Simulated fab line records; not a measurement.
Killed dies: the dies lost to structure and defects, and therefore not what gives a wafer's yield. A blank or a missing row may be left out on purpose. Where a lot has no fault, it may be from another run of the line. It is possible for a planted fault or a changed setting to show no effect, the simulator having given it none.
Struck lot and sound lot, side by side    flow nand_harc    15 out of 1302 route steps
Sound: wafers L872.2, L872.4, L872.5. Struck: wafer L881.1; the same lot's L881.5 was not struck, so it is left out; see the end for the cause.
At each step with rows: each side's tool, then ch and its chambers, then its first start. Under that, the readings that differ: sound wafers    struck wafers    difference of the means    sigmas: that difference in standard deviations of wafers without a fault.
alike: readings whose means differ by less than 2 such deviations, and words and numbers that are the same on both sides. not compared: withheld readings, readings that some wafer has no value for, bounds like >300 that may hide the same value, and numbers for which the record gives no deviation and whose values overlap.
The two part at a step that has a row with sigmas, a row that says differs or no value, or rows on one side only. When numbers do not overlap yet have no deviation, they are printed without sigmas and do not part them. A reading that every wafer of one side lacks parts them only if that side has two wafers or more.

first, 7 steps without rows for these wafers: NHARC_A_CHANNEL_HOLE_D1_COAT_37 (time 65 s); NHARC_A_CHANNEL_HOLE_D1_COAT_04 (resist thk 90 nm); NHARC_A_CHANNEL_HOLE_D1_SOFTBAKE_05 (time 55 s); NHARC_A_CHANNEL_HOLE_D1_EBR_06; NHARC_A_CHANNEL_HOLE_D1_EXPOSE_07 (exposes mask HOLE D1, target cd 100 nm); NHARC_A_CHANNEL_HOLE_D1_PEB_08 (peb time 65 s); NHARC_A_CHANNEL_HOLE_D1_DEVELOP_09 (develop time 35 s).
NHARC_A_CHANNEL_HOLE_D1_CD_MEAS_10: the cd target is 100 nm.
  sound on cd_sem-02 ch 0, day 11 17:55; struck on cd_sem-01 ch 0, day 15 18:25
reading     sound           struck  difference  sigmas
cd_nm (nm)  99.4 99.4 99.3  100.6   +1.2        +3
NHARC_A_CHANNEL_HOLE_D1_OVL_MEAS_11:
  sound on overlay-01, day 11 18:01; struck on overlay-02, day 15 18:30
  alike: overlay_x_nm, overlay_y_nm
NHARC_A_CHANNEL_HOLE_D1_INSPECT_12:
  sound on defect_inspect-02, day 11 18:02; struck on defect_inspect-01, day 15 18:32
  alike: raw_defect_count
NHARC_A_CHANNEL_HOLE_D1_DESCUM_15: chemistry O2, time 3 s.
  sound on rie_diel-06 ch 0,1,2, day 11 18:07; struck on rie_diel-05 ch 0, day 15 18:36
reading                      sound        struck  difference  sigmas
drypump_motor_current_A (A)  5.2 6.3 6.1  4.9     -1.0        -2
  alike: oes_product_au, rf_vpp_V, showerhead_plenum_p_Torr, throttle_valve_pct
  not compared: rf_hours_counter_h
NHARC_A_CHANNEL_HOLE_D1_ETCH_38: etches the open film in CF4, target depth 39 nm, time 65 s.
  sound on rie_diel-06 ch 2,3, day 11 18:11; struck on rie_diel-05 ch 0, day 15 18:41
reading                      sound              struck  difference  sigmas
drypump_motor_current_A (A)  5.6 6.2 5.6        5.0     -0.8        -2
oes_product_au (a.u.)        1.008 0.995 1.011  0.983   -0.022      -3
  alike: rf_vpp_V, showerhead_plenum_p_Torr, throttle_valve_pct
  not compared: rf_hours_counter_h
NHARC_A_CHANNEL_HOLE_D1_ETCH_39: etches the open film in N2/H2, target depth 260 nm, time 325 s.
  sound on rie_diel-06 ch 0,1, day 11 18:17; struck on rie_diel-05 ch 1, day 15 18:51
reading                sound              struck  difference  sigmas
oes_product_au (a.u.)  1.005 0.992 1.010  1.321   +0.319      +45
  alike: drypump_motor_current_A, h2_flow_sccm, rf_vpp_V, showerhead_plenum_p_Torr, throttle_valve_pct
  not compared: rf_hours_counter_h
NHARC_A_CHANNEL_HOLE_D1_ETCH_34: etches the open film in CF4/CHF3, target depth 154 nm, time 77 s.
  sound on rie_diel-06 ch 0,1,2; struck on rie_diel-05 ch 0
reading                      sound              struck  difference  sigmas
drypump_motor_current_A (A)  5.2 6.3 6.2        4.9     -1.0        -3
rf_vpp_V (V)                 368.2 368.7 373.1  375.3   +5.3        +2
  alike: oes_product_au, showerhead_plenum_p_Torr, throttle_valve_pct
  not compared: rf_hours_counter_h
NHARC_END_SORT_01:
  the record has rows for the sound wafers here (prober-02 ch 0, day 27 07:26) and none for the struck ones

WHERE THEY PART
Last at NHARC_END_SORT_01 as far as this record goes, first at NHARC_A_CHANNEL_HOLE_D1_CD_MEAS_10.

WHY: whatever the simulator had introduced
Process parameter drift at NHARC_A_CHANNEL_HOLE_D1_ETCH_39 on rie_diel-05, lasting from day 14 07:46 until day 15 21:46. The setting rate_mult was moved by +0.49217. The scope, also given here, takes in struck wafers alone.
